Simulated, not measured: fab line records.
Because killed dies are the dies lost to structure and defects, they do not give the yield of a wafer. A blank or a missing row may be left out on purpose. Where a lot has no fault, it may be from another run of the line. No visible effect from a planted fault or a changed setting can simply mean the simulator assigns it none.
Which tool did it? ; flow nand_harc ; 36 wafers from 12 lots sampled at 2 of the route's 1302 steps

WHAT THE GAUGES READ, wafer by wafer
NHARC_A_M0_OVL_MEAS_10: pitch 160 nm.
lot;measured;on;overlay_x_nm (nm)
L077;day 24 11:28;overlay-02;-0.6 -0.8 -0.5
L076;day 24 18:31;overlay-01;0.9 1.0 1.1
L078;day 25 11:29;overlay-01;-1.0 -0.4 -0.3
L082;day 26 05:11;overlay-02;-1.0 -0.4 -0.8
L083;day 27 03:07;overlay-02;-0.5 -0.6 -0.4
L085;day 27 17:30;overlay-02;-0.3 -0.6 0.0
L087;day 28 21:56;overlay-01;-0.4 -0.8 -0.8
L088;day 29 03:39;overlay-01;-0.6 -0.8 0.0
L093;day 30 15:51;overlay-02;1.0 0.7 0.6
L092;day 30 21:22;overlay-02;-1.5 -1.2 -1.2
L095;day 31 14:46;overlay-02;0.8 0.6 0.8
L097;day 32 15:13;overlay-02;0.9 0.3 0.0

WHICH TOOL RAN EACH LOT (tool, then ch and the chambers of the sampled wafers, then the start)
lot;NHARC_A_BLC_STRIP_21
L077;rie_diel-09 ch 0,2,3, day 24 08:49
L076;rie_diel-12 ch 0,2, day 24 15:52
L078;rie_diel-09 ch 0,1,2, day 25 08:50
L082;rie_diel-01 ch 0, day 26 02:17
L083;rie_diel-09 ch 0,1,2, day 27 00:13
L085;rie_diel-09 ch 1,3, day 27 14:43
L087;rie_diel-12 ch 0,1,3, day 28 18:58
L088;rie_diel-12 ch 0,2, day 29 00:51
L093;rie_diel-12 ch 0,1, day 30 13:04
L092;rie_diel-12 ch 0,1,3, day 30 18:43
L095;rie_diel-01 ch 0,2,3, day 31 11:59
L097;rie_diel-12 ch 0,3, day 32 12:26
- NHARC_A_BLC_STRIP_21: strips in O2.

THE ANSWER, worked out from the rows above alone
Rule: what is usual is taken from the lots themselves. The widest of any qualifying gaps counts: lots, ordered by their means at a reading, are off when they make up no more than a third of the lots, leave a main group of 4 or more, and stand apart from it by 3 or more times the standard deviation of that group's means. The tables above print the reading to a certain number of digits; a main group whose means all agree to those digits is not used. Also off: a lot with no number at a reading for which 4 or more lots have one. The other lots that the step has rows for count as sound.
No lot is off on any of the readings shown, so nothing can be concluded from this.

WHAT HAD BEEN PUT IN BY THE SIMULATOR
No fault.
